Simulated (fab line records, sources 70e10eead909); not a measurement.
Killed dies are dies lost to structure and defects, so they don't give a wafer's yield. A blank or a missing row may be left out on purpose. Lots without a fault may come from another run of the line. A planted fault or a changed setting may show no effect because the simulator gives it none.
Chamber matching | flow nand_harc | NHARC_A_WL_FILL_CMP_12 on cmp-02: 4 sister chambers
The step polishes, t overpolish 30 s, target thk 100 nm. 7 wafers are shown with their chamber, then 7 later ones without.

WAFERS WITH THEIR CHAMBER
wafer  | chamber | motor_current_A (A) | overpolish_run_s (s)
L074.4 | 1       | 11.7                | 30.011
L082.2 | 3       | 12.0                | 29.992
L083.3 | 0       | 10.9                | 30.000
L083.5 | 3       | 11.5                | 29.993
L083.6 | 2       | 12.7                | 29.996
L086.3 | 0       | 10.3                | 30.021
L086.5 | 2       | 13.0                | 29.989

WAFERS WITHOUT THEIR CHAMBER
wafer  | motor_current_A (A) | overpolish_run_s (s)
L086.6 | 11.3                | 29.989
L085.1 | 10.6                | 29.993
L085.3 | 12.4                | 29.973
L085.5 | 11.4                | 29.990
L092.1 | 10.0                | 30.015
L092.3 | 11.9                | 29.993
L092.6 | 12.8                | 30.021

WHICH CHAMBER EACH WENT THROUGH
wafer  | from the rows above          | in truth
L086.6 | can't be placed: 3 or 1 or 0 | 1
L085.1 | can't be placed: 0 or 3 or 1 | 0
L085.3 | can't be placed: 2 or 3      | 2
L085.5 | can't be placed: 3 or 1      | 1
L092.1 | 0                            | 0
L092.3 | can't be placed: 3 or 1      | 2
L092.6 | can't be placed: 2 or 1 or 3 | 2
Placed correctly: 1 of 7. Can't be placed from these rows: 6 (the true chamber is among the candidates in 5). Placed wrongly: 0.
How it was worked out, from the rows above alone: a wafer's distance from a chamber is the root of the sum, over the readings, of the square of ((its reading less the chamber's mean) divided by the reading's scatter). The wafer belongs to the nearest chamber; if the next one is less than 2 further off, it can't be placed. A chamber's mean is the mean of its shown wafers. The scatter: the root of (the sum of the squares of (reading less its chamber's mean) over the shown wafers, divided by (wafers less chambers)).
